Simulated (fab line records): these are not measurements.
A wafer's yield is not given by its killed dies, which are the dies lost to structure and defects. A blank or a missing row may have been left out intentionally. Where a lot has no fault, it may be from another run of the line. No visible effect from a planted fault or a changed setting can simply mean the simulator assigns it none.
Matching of chambers -- flow n5-finfet -- rie-diel-02 running N5_BEOL_M3_ETCH_63: 4 sister chambers
The step etches SiARC in CF4, target depth 15.6 nm, time 26 s. 4 wafers are shown with their chamber, then 10 later ones without.

== WAFERS WITH THEIR CHAMBER ==
wafer,chamber,drypump-motor-current-A (A)
L081.5,3,4.9
L081.6,0,6.1
L091.1,2,5.0
L091.2,1,5.8

== WAFERS WITHOUT THEIR CHAMBER ==
wafer,drypump-motor-current-A (A)
L091.3,6.1
L093.1,5.8
L093.5,6.1
L093.6,4.9
L096.1,5.1
L096.2,5.8
L096.3,4.9
L096.4,6.1
L096.5,5.1
L096.6,5.8

== WHICH CHAMBER EACH ONE RAN IN ==
wafer,from the rows above,in truth
L091.3,0,0
L093.1,1,1
L093.5,0,0
L093.6,3,3
L096.1,2,2
L096.2,1,1
L096.3,3,3
L096.4,0,0
L096.5,2,2
L096.6,1,1
10 of 10 placed correctly. Left unplaced by these rows: 0. Wrongly placed: 0.
How it was worked out, from the rows above alone: a wafer's distance from a chamber is the root of the sum, over the readings, of the square of ((its reading less the chamber's mean) divided by the reading's scatter). The wafer belongs to the nearest chamber; if the next one is less than 2 further off, it can't be placed. Each chamber's mean is taken over the wafers shown for it. The scatter: with one shown wafer a chamber, the root of the mean of the squares of how far each hidden wafer lies from its nearest shown one.
